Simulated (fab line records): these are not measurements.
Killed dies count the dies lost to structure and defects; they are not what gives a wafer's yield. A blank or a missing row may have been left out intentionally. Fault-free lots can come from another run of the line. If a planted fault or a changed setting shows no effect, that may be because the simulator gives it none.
Chamber matching    flow n5 finfet    rie diel-01 running N5_BEOL_M12_DESCUM_15: 4 sister chambers
The step chemistry O2, time 7.9 s. 4 wafers are shown with their chamber, then 10 later ones without.

WAFERS, EACH WITH ITS CHAMBER
wafer   chamber  throttle valve pct (%)
L081.3  1        20.34
L088.2  3        20.17
L093.2  0        20.71
L093.3  2        20.05

WAFERS MISSING THEIR CHAMBER
wafer   throttle valve pct (%)
L093.5  20.36
L091.3  20.70
L091.5  20.21
L091.6  20.70
L094.1  20.71
L094.5  20.23
L094.6  20.06
L096.1  20.22
L096.2  20.09
L096.5  20.08

WHICH CHAMBER EACH ONE RAN IN
wafer   from the rows above      in truth
L093.5  1                        1
L091.3  0                        0
L091.5  3                        3
L091.6  0                        0
L094.1  0                        0
L094.5  can't be placed: 3 or 1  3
L094.6  2                        2
L096.1  3                        3
L096.2  can't be placed: 2 or 3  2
L096.5  can't be placed: 2 or 3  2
Placed correctly: 7 of 10. Cannot be placed on the basis of these rows: 3; the candidates contain the true chamber in 3. Placed wrongly: 0.
How it was worked out, from the rows above alone: a wafer's distance from a chamber is the root of the sum, over the readings, of the square of ((its reading less the chamber's mean) divided by the reading's scatter). The wafer belongs to the nearest chamber; if the next one is less than 2 further off, it can't be placed. A chamber's mean is the mean of its shown wafers. The scatter: with one shown wafer a chamber, the root of the mean of the squares of how far each hidden wafer lies from its nearest shown one.
